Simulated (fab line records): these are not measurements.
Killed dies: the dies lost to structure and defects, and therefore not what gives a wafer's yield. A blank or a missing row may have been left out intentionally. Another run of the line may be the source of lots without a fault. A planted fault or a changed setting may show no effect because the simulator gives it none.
One fault through the eyes of 2 desks + flow n5Finfet + only its own numbers are on each desk; what lay behind them is given at the end

FOR THE TOOL OWNER'S DESK: rieDiel-04
The tool's own readings at N5_BEOL_M6_TRENCH_ETCH_37 (etches SiCOH lowk in C4F6/O2, target depth 94.435 nm, time 31.5 s): means of the sampled wafers that have a number, for each lot that ran on this tool. Marked OUT: a lot whose mean sits more than 4 standard deviations from the usual mean, which makes it out of limits; the brackets give that distance.
Columns: A = drypumpMotorCurrentA at N5_BEOL_M6_TRENCH_ETCH_37, usual 5.5 A; B = oes_ar_750_au at N5_BEOL_M6_TRENCH_ETCH_37, usual 0.82 a.u.; C = oesProductAu at N5_BEOL_M6_TRENCH_ETCH_37, usual 0.83 a.u.; D = rfVppV at N5_BEOL_M6_TRENCH_ETCH_37, usual 663 V; E = runLengthS at N5_BEOL_M6_TRENCH_ETCH_37, usual 54.8 s; F = showerheadPlenumPTorr at N5_BEOL_M6_TRENCH_ETCH_37, usual 2.87 Torr; G = throttleValvePct at N5_BEOL_M6_TRENCH_ETCH_37, usual 20.89 %
| lot  | first seen here | A   | B    | C    | D   | E    | F    | G     |
|------|-----------------|-----|------|------|-----|------|------|-------|
| L689 | day 12 10:18    | 5.7 | 0.82 | 0.83 | 658 | 54.1 | 2.93 | 20.80 |
| L691 | day 13 06:19    | 5.7 | 0.81 | 0.82 | 657 | 54.4 | 2.93 | 20.80 |
| L690 | day 13 06:54    | 5.5 | 0.88 | 0.87 | 658 | 54.0 | 2.90 | 20.95 |
| L701 | day 15 20:46    | 5.7 | 0.80 | 0.80 | 666 | 54.7 | 2.80 | 21.01 |
This desk found nothing out of limits on any of the 4 lots.

THE METROLOGY DESK
What the gauges read, lot by lot, whatever tool the lot ran on: means of the sampled wafers that have a number. Marked OUT: a lot whose mean sits more than 4 standard deviations from the usual mean, which makes it out of limits; the brackets give that distance.
Columns: A = trenchDepthNm at N5_BEOL_M6_OCD_MEAS_38, usual 95.2 nm; B = M6_RS at N5_BEOL_M6_RS_MEAS_57, usual 0.281 ohm/sq
| lot  | first seen here | A    | B     |
|------|-----------------|------|-------|
| L689 | day 12 10:28    | 92.4 | 0.295 |
| L691 | day 13 06:28    | 92.1 | 0.297 |
| L690 | day 13 07:04    | 92.3 | 0.295 |
| L700 | day 14 17:32    | 96.1 | 0.280 |
| L701 | day 15 20:56    | 95.3 | 0.277 |
This desk found nothing out of limits on any of the 5 lots.

PUT TOGETHER
The tool owner's desk saw nothing out of limits.
From the metrology desk's view, nothing was out of limits.

WHAT THE SIMULATOR HAD PUT IN
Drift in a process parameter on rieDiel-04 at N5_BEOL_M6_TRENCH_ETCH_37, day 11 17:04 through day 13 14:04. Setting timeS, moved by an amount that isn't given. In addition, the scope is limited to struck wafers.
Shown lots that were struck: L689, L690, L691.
